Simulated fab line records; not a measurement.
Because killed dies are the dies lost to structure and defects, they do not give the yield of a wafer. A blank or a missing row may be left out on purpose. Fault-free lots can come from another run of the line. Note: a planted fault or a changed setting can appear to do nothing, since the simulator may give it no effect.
Which tool was responsible?	flow nandHarc	24 lots with 72 wafers sampled at 6 steps, on a route of 1159 steps

## WHAT THE GAUGES SHOWED, per wafer
Not one reading of a measure or inspect step in the record can be checked against a usual standard deviation.

## EACH LOT AND THE TOOL THAT RAN IT (in order: tool; ch and the chambers of the sampled wafers; start)
lot	NHARC_A_M0_PVD_21	NHARC_A_M1_DESCUM_14	NHARC_A_M1_PVD_21	NHARC_A_BONDPAD_STRIP_15	NHARC_A_BONDPAD_ETCH_24	NHARC_THIN_TSV_DEGAS_53
L078	pvdSputter-03, day 17 23:40 or earlier	rieDiel-10 ch 1,2,3, day 17 23:40	pvdSputter-02, day 18 04:47 or earlier	rieDiel-05 ch 0,1,3, day 18 04:47	rieDiel-05 ch 0,2,3, day 19 05:36 or earlier	pvdSputter-01, day 19 05:36
L076	pvdSputter-03, day 18 08:02 or earlier	rieDiel-12 ch 0,2,3, day 18 08:02	pvdSputter-01, day 18 13:11 or earlier	rieDiel-05 ch 0,1,3, day 18 13:11	rieDiel-05 ch 0,2,3, day 19 11:54 or earlier	pvdSputter-01, day 19 11:54
L079	pvdSputter-03, day 18 08:57 or earlier	rieDiel-12 ch 0,1,2, day 18 08:57	pvdSputter-01, day 18 13:59 or earlier	rieDiel-05 ch 0,1,2, day 18 13:59	rieDiel-05 ch 1,2,3, day 19 10:46 or earlier	pvdSputter-03, day 19 10:46
L075	pvdSputter-01, day 18 11:33 or earlier	rieDiel-10 ch 1,2,3, day 18 11:33	pvdSputter-01, day 18 16:44 or earlier	rieDiel-05 ch 1,2,3, day 18 16:44	rieDiel-05 ch 0,2,3, day 19 13:22 or earlier	pvdSputter-01, day 19 13:22
L074	pvdSputter-02, day 18 19:22 or earlier	rieDiel-10 ch 1,2, day 18 19:22	pvdSputter-03, day 19 00:40 or earlier	rieDiel-05 ch 0,2,3, day 19 00:40	rieDiel-05 ch 1,2,3, day 19 21:41 or earlier	pvdSputter-03, day 19 21:41
L077	pvdSputter-02, day 18 19:38 or earlier	rieDiel-08 ch 0,1,3, day 18 19:38	pvdSputter-02, day 19 00:49 or earlier	rieDiel-03 ch 0,1,2, day 19 00:49	rieDiel-03 ch 0,2,3, day 19 22:55 or earlier	pvdSputter-01, day 19 22:55
L080	pvdSputter-03, day 19 03:07 or earlier	rieDiel-12 ch 1,2,3, day 19 03:07	pvdSputter-01, day 19 08:17 or earlier	rieDiel-07 ch 0,1, day 19 08:17	rieDiel-07 ch 0,1,3, day 20 03:56 or earlier	pvdSputter-01, day 20 03:56
L083	pvdSputter-03, day 19 12:24 or earlier	rieDiel-12 ch 1,2,3, day 19 12:24	pvdSputter-02, day 19 17:26 or earlier	rieDiel-03 ch 0,2, day 19 17:26	rieDiel-03 ch 0,1,2, day 20 14:49 or earlier	pvdSputter-02, day 20 14:49
L082	pvdSputter-02, day 19 18:16 or earlier	rieDiel-12 ch 0,2,3, day 19 18:16	pvdSputter-02, day 19 23:31 or earlier	rieDiel-05 ch 0,2, day 19 23:31	rieDiel-05 ch 1,2,3, day 20 20:22 or earlier	pvdSputter-02, day 20 20:22
L084	pvdSputter-03, day 19 22:24 or earlier	rieDiel-08 ch 0,1,2, day 19 22:24	pvdSputter-02, day 20 03:33 or earlier	rieDiel-05 ch 0,2,3, day 20 03:33	rieDiel-05 ch 0,2,3, day 20 21:39 or earlier	pvdSputter-03, day 20 21:39
L081	pvdSputter-02, day 19 23:31 or earlier	rieDiel-08 ch 1,2,3, day 19 23:31	pvdSputter-01, day 20 05:06 or earlier	rieDiel-05 ch 0,2, day 20 05:06	rieDiel-05 ch 0,1,2, day 21 02:36 or earlier	pvdSputter-03, day 21 02:36
L089	pvdSputter-02, day 20 12:13 or earlier	rieDiel-12 ch 1,2, day 20 12:13	pvdSputter-03, day 20 17:19 or earlier	rieDiel-05 ch 1,2, day 20 17:19	rieDiel-05 ch 1,2, day 21 15:45 or earlier	pvdSputter-03, day 21 15:45
L085	pvdSputter-01, day 20 12:34 or earlier	rieDiel-12 ch 0,1,3, day 20 12:34	pvdSputter-01, day 20 17:43 or earlier	rieDiel-05 ch 1,2,3, day 20 17:43	rieDiel-05 ch 0,2,3, day 21 14:47 or earlier	pvdSputter-02, day 21 14:47
L087	pvdSputter-01, day 21 04:29 or earlier	rieDiel-10 ch 0,3, day 21 04:29	pvdSputter-03, day 21 10:23 or earlier	rieDiel-05 ch 1,2,3, day 21 10:23	rieDiel-05 ch 0,1,3, day 22 08:11 or earlier	pvdSputter-01, day 22 08:11
L086	pvdSputter-03, day 21 12:43 or earlier	rieDiel-10 ch 0,2,3, day 21 12:43	pvdSputter-01, day 21 18:06 or earlier	rieDiel-07 ch 1,2, day 21 18:06	rieDiel-07 ch 1,2, day 21 18:20	pvdSputter-03, day 22 18:04
L088	pvdSputter-01, day 21 19:42 or earlier	rieDiel-12 ch 1,2, day 21 19:42	pvdSputter-03, day 22 00:56 or earlier	rieDiel-05 ch 0,1,3, day 22 00:56	rieDiel-05 ch 1,2, day 22 17:05 or earlier	pvdSputter-03, day 22 17:05
L090	pvdSputter-01, day 21 22:34 or earlier	rieDiel-10 ch 0,2,3, day 21 22:34	pvdSputter-02, day 22 03:56 or earlier	rieDiel-05 ch 2,3, day 22 03:56	rieDiel-05 ch 2,3, day 23 05:39 or earlier	pvdSputter-02, day 23 05:39
L091	pvdSputter-03, day 22 02:07 or earlier	rieDiel-12 ch 0,1,3, day 22 02:07	pvdSputter-01, day 22 07:32 or earlier	rieDiel-05 ch 1,2,3, day 22 07:32	rieDiel-05 ch 0,1,2, day 23 04:29 or earlier	pvdSputter-01, day 23 04:29
L092	pvdSputter-01, day 22 05:01 or earlier	rieDiel-12 ch 1,2,3, day 22 05:01	pvdSputter-02, day 22 10:15 or earlier	rieDiel-05 ch 0,1,3, day 22 10:15	rieDiel-05 ch 0,1,3, day 23 03:18 or earlier	pvdSputter-02, day 23 03:18
L094	pvdSputter-02, day 22 11:08 or earlier	rieDiel-12 ch 0,2,3, day 22 11:08	pvdSputter-03, day 22 16:22 or earlier	rieDiel-03 ch 0,1,3, day 22 16:22	rieDiel-03 ch 0,2, day 23 11:58 or earlier	pvdSputter-02, day 23 11:58
L093	pvdSputter-02, day 22 11:42 or earlier	rieDiel-12 ch 0,1, day 22 11:42	pvdSputter-02, day 22 16:51 or earlier	rieDiel-03 ch 0,2, day 22 16:51	rieDiel-03 ch 0,1,2, day 23 17:33 or earlier	pvdSputter-03, day 23 17:33
L097	pvdSputter-02, day 22 23:10 or earlier	rieDiel-12 ch 0,2, day 22 23:10	pvdSputter-03, day 23 04:34 or earlier	rieDiel-05 ch 1,3, day 23 04:34	rieDiel-05 ch 0,2, day 24 00:15 or earlier	pvdSputter-03, day 24 00:15
L095	pvdSputter-02, day 23 03:16 or earlier	rieDiel-08 ch 0,1,3, day 23 03:16	pvdSputter-03, day 23 08:38 or earlier	rieDiel-07 ch 0,1,3, day 23 08:38	rieDiel-07 ch 0,1,3, day 23 08:47	pvdSputter-03, day 24 06:31
L096	pvdSputter-01, day 23 06:11 or earlier	rieDiel-08 ch 0,1, day 23 06:11	pvdSputter-03, day 23 11:17 or earlier	rieDiel-03 ch 1,3, day 23 11:17	rieDiel-03 ch 1,2,3, day 24 05:22 or earlier	pvdSputter-01, day 24 05:22
- NHARC_A_M0_PVD_21: deposits Cu, target thk 30 nm, time 20.49 s.
- NHARC_A_M1_DESCUM_14: chemistry O2, time 3 s.
- NHARC_A_M1_PVD_21: deposits Cu, target thk 30 nm, time 20.49 s.
- NHARC_A_BONDPAD_STRIP_15: strips in O2.
- NHARC_A_BONDPAD_ETCH_24: etches the open film in CF4/N2, target depth 30 nm, time 72.99 s.
- NHARC_THIN_TSV_DEGAS_53: time 60 s.

## WHAT THE TOOLS THEMSELVES READ (means of the sampled wafers that have a number; where no wafer has one, the mark that the record gives instead)
NHARC_A_M0_PVD_21. Usual: 29.8 % for throttleValvePct, sd 1.2.
lot	tool	throttleValvePct (%)	flag
L078	pvdSputter-03	29.8	
L076	pvdSputter-03	29.0	
L079	pvdSputter-03	30.0	
L075	pvdSputter-01	29.3	
L074	pvdSputter-02	29.8	
L077	pvdSputter-02	30.3	
L080	pvdSputter-03	29.9	
L083	pvdSputter-03	30.7	
L082	pvdSputter-02	30.4	
L084	pvdSputter-03	29.8	
L081	pvdSputter-02	29.9	
L089	pvdSputter-02	30.4	
L085	pvdSputter-01	30.3	
L087	pvdSputter-01	29.4	
L086	pvdSputter-03	29.2	
L088	pvdSputter-01	29.8	
L090	pvdSputter-01	30.2	
L091	pvdSputter-03	29.3	
L092	pvdSputter-01	30.1	
L094	pvdSputter-02	30.0	
L093	pvdSputter-02	30.6	
L097	pvdSputter-02	30.1	
L095	pvdSputter-02	30.4	
L096	pvdSputter-01	28.8	

NHARC_A_M1_DESCUM_14. Usual: drypumpMotorCurrentA 5.6 A, standard deviation 0.54; oesProductAu 0.997 a.u., standard deviation 0.0077; rfVppV 58.0 V, standard deviation 0.97; showerheadPlenumPTorr 1.94 Torr, standard deviation 0.078; throttleValvePct 11.310 %, standard deviation 0.0093.
lot	tool	drypumpMotorCurrentA (A)	oesProductAu (a.u.)	rfVppV (V)	showerheadPlenumPTorr (Torr)	throttleValvePct (%)	flag
L078	rieDiel-10	5.4	1.001	58.3	1.89	11.308	
L076	rieDiel-12	5.6	1.002	58.7	1.99	11.309	
L079	rieDiel-12	5.8	0.996	57.4	1.96	11.310	
L075	rieDiel-10	5.4	0.994	57.2	1.89	11.311	
L074	rieDiel-10	5.4	0.994	57.5	1.92	11.311	
L077	rieDiel-08	5.6	0.999	58.1	1.99	11.317	
L080	rieDiel-12	5.3	0.994	58.4	1.95	11.311	
L083	rieDiel-12	5.3	0.993	57.6	1.95	11.308	
L082	rieDiel-12	5.6	1.001	58.4	1.99	11.312	
L084	rieDiel-08	5.7	0.999	57.6	1.96	11.318	
L081	rieDiel-08	5.4	0.995	57.6	1.94	11.316	
L089	rieDiel-12	5.5	0.991	58.0	1.92	11.312	
L085	rieDiel-12	5.9	1.003	58.2	2.00	11.306	
L087	rieDiel-10	5.6	0.998	58.4	1.82	11.307	
L086	rieDiel-10	5.4	0.995	57.9	1.84	11.308	
L088	rieDiel-12	5.5	0.990	57.4	1.91	11.300	
L090	rieDiel-10	5.4	0.996	58.1	1.84	11.321	
L091	rieDiel-12	5.8	0.986	58.1	1.99	11.310	
L092	rieDiel-12	5.3	1.000	58.4	1.94	11.307	
L094	rieDiel-12	5.6	0.997	57.8	1.99	11.301	
L093	rieDiel-12	6.0	0.998	57.2	1.96	11.312	
L097	rieDiel-12	6.2	1.008	58.6	2.01	11.310	
L095	rieDiel-08	5.6	0.996	58.9	1.98	11.313	
L096	rieDiel-08	5.6	0.999	58.9	1.96	11.310	

NHARC_A_M1_PVD_21. Usual: 29.8 % for throttleValvePct, sd 1.2.
lot	tool	throttleValvePct (%)	flag
L078	pvdSputter-02	30.9	
L076	pvdSputter-01	29.5	
L079	pvdSputter-01	29.2	
L075	pvdSputter-01	29.2	
L074	pvdSputter-03	29.3	
L077	pvdSputter-02	29.9	
L080	pvdSputter-01	29.5	
L083	pvdSputter-02	30.3	
L082	pvdSputter-02	30.0	
L084	pvdSputter-02	30.3	
L081	pvdSputter-01	30.2	
L089	pvdSputter-03	29.5	
L085	pvdSputter-01	28.8	
L087	pvdSputter-03	30.4	
L086	pvdSputter-01	28.6	
L088	pvdSputter-03	29.9	
L090	pvdSputter-02	29.9	
L091	pvdSputter-01	30.2	
L092	pvdSputter-02	29.8	
L094	pvdSputter-03	30.5	
L093	pvdSputter-02	29.9	
L097	pvdSputter-03	29.3	
L095	pvdSputter-03	30.5	
L096	pvdSputter-03	29.7	

NHARC_A_BONDPAD_STRIP_15. Usual: drypumpMotorCurrentA 5.9 A, standard deviation 0.49; oesProductAu 1.001 a.u., standard deviation 0.0094; rfVppV 57.8 V, standard deviation 0.92; showerheadPlenumPTorr 3.55 Torr, standard deviation 0.17; throttleValvePct 17.036 %, standard deviation 0.0094.
lot	tool	drypumpMotorCurrentA (A)	oesProductAu (a.u.)	rfVppV (V)	showerheadPlenumPTorr (Torr)	throttleValvePct (%)	flag
L078	rieDiel-05	5.7	0.996	58.5	3.56	17.029	
L076	rieDiel-05	5.7	0.998	57.6	3.56	17.036	
L079	rieDiel-05	5.5	1.001	57.2	3.45	17.034	
L075	rieDiel-05	6.0	1.001	57.6	3.59	17.037	
L074	rieDiel-05	5.7	1.000	57.4	3.49	17.034	
L077	rieDiel-03	6.1	0.999	58.5	3.69	17.039	
L080	rieDiel-07	5.9	1.010	57.9	3.63	17.031	
L083	rieDiel-03	6.0	1.004	57.6	3.58	17.036	
L082	rieDiel-05	5.5	1.008	57.3	3.38	17.030	
L084	rieDiel-05	5.8	1.001	57.2	3.49	17.032	
L081	rieDiel-05	5.6	0.993	57.1	3.38	17.039	
L089	rieDiel-05	5.9	0.992	58.7	3.55	17.039	
L085	rieDiel-05	6.1	0.997	57.4	3.59	17.035	
L087	rieDiel-05	6.1	0.996	56.9	3.59	17.039	
L086	rieDiel-07	5.8	1.014	58.2	3.48	17.033	
L088	rieDiel-05	5.7	1.006	58.2	3.56	17.032	
L090	rieDiel-05	6.1	1.005	57.5	3.52	17.034	
L091	rieDiel-05	6.0	1.003	58.4	3.59	17.038	
L092	rieDiel-05	5.7	0.999	58.3	3.56	17.032	
L094	rieDiel-03	6.1	0.989	57.9	3.56	17.041	
L093	rieDiel-03	6.0	1.011	57.5	3.56	17.037	
L097	rieDiel-05	6.2	0.994	59.1	3.71	17.032	
L095	rieDiel-07	5.8	1.009	57.7	3.55	17.035	
L096	rieDiel-03	6.2	0.990	58.0	3.56	17.036	

NHARC_A_BONDPAD_ETCH_24. Usual: cf4FlowSccm 50.01 sccm, standard deviation 0.14; drypumpMotorCurrentA 5.8 A, standard deviation 0.49; oesProductAu 0.999 a.u., standard deviation 0.0081; rfVppV 314.4 V, standard deviation 2.4; showerheadPlenumPTorr 2.64 Torr, standard deviation 0.13; throttleValvePct 19.795 %, standard deviation 0.0099.
lot	tool	cf4FlowSccm (sccm)	drypumpMotorCurrentA (A)	oesProductAu (a.u.)	rfVppV (V)	showerheadPlenumPTorr (Torr)	throttleValvePct (%)	flag
L078	rieDiel-05	50.05	5.7	0.998	313.4	2.60	19.799	
L076	rieDiel-05	50.15	5.7	0.996	314.6	2.60	19.799	
L079	rieDiel-05	49.91	6.1	1.001	315.6	2.67	19.800	
L075	rieDiel-05	49.96	5.7	1.001	313.9	2.60	19.800	
L074	rieDiel-05	49.95	6.1	0.998	314.9	2.67	19.795	
L077	rieDiel-03	49.99	6.1	1.000	314.0	2.66	19.785	
L080	rieDiel-07	49.97	5.8	0.998	313.3	2.65	19.782	
L083	rieDiel-03	50.04	6.1	0.998	317.0	2.75	19.800	
L082	rieDiel-05	50.05	6.1	1.003	316.2	2.67	19.801	
L084	rieDiel-05	50.11	5.7	1.003	314.0	2.60	19.808	
L081	rieDiel-05	50.13	5.5	0.994	312.8	2.57	19.797	
L089	rieDiel-05	50.00	5.9	1.000	313.6	2.59	19.795	
L085	rieDiel-05	49.97	5.7	1.009	314.5	2.60	19.802	
L087	rieDiel-05	49.92	5.7	0.997	315.1	2.65	19.792	
L086	rieDiel-07	50.04	5.8	1.012	314.2	2.69	19.792	
L088	rieDiel-05	50.03	5.9	0.995	314.3	2.64	19.806	
L090	rieDiel-05	49.94	6.1	0.999	312.8	2.62	19.808	
L091	rieDiel-05	49.98	5.5	0.992	312.9	2.57	19.795	
L092	rieDiel-05	50.01	5.7	0.994	314.4	2.65	19.799	
L094	rieDiel-03	49.99	6.0	0.997	314.3	2.65	19.800	
L093	rieDiel-03	50.14	6.1	0.997	315.9	2.74	19.791	
L097	rieDiel-05	49.95	5.6	1.016	312.0	2.51	19.792	
L095	rieDiel-07	50.02	5.8	0.996	313.9	2.64	19.790	
L096	rieDiel-03	49.98	6.2	0.990	316.4	2.74	19.782	

NHARC_THIN_TSV_DEGAS_53. Usual: 428 W for heaterPowerW, sd 34.
lot	tool	heaterPowerW (W)	flag
L078	pvdSputter-01	417	
L076	pvdSputter-01	412	
L079	pvdSputter-03	411	
L075	pvdSputter-01	404	
L074	pvdSputter-03	444	
L077	pvdSputter-01	421	
L080	pvdSputter-01	415	
L083	pvdSputter-02	428	
L082	pvdSputter-02	465	
L084	pvdSputter-03	427	
L081	pvdSputter-03	421	
L089	pvdSputter-03	420	
L085	pvdSputter-02	435	
L087	pvdSputter-01	398	
L086	pvdSputter-03	425	
L088	pvdSputter-03	414	
L090	pvdSputter-02	475	
L091	pvdSputter-01	429	
L092	pvdSputter-02	469	
L094	pvdSputter-02	464	
L093	pvdSputter-03	427	
L097	pvdSputter-03	424	
L095	pvdSputter-03	428	
L096	pvdSputter-01	427	

## THE ANSWER, worked out from the rows above alone
Rule: a lot is off if the mean of its wafers that have a number lies more than 3 standard deviations from the usual mean. A lot without any number at a reading at which 4 lots or more have one is off too. Where the step has rows for the other lots, those lots are counted as sound. After the gauges, taken in route order, come the tools' own readings; for these a lot's mean is taken, as printed above. The first step at which some lot is off is used, and at that step the reading that is off furthest; a lot without a number counts as furthest.
None of the lots is off at any reading shown; this tells nothing.

## WHAT HAD BEEN PUT IN BY THE SIMULATOR
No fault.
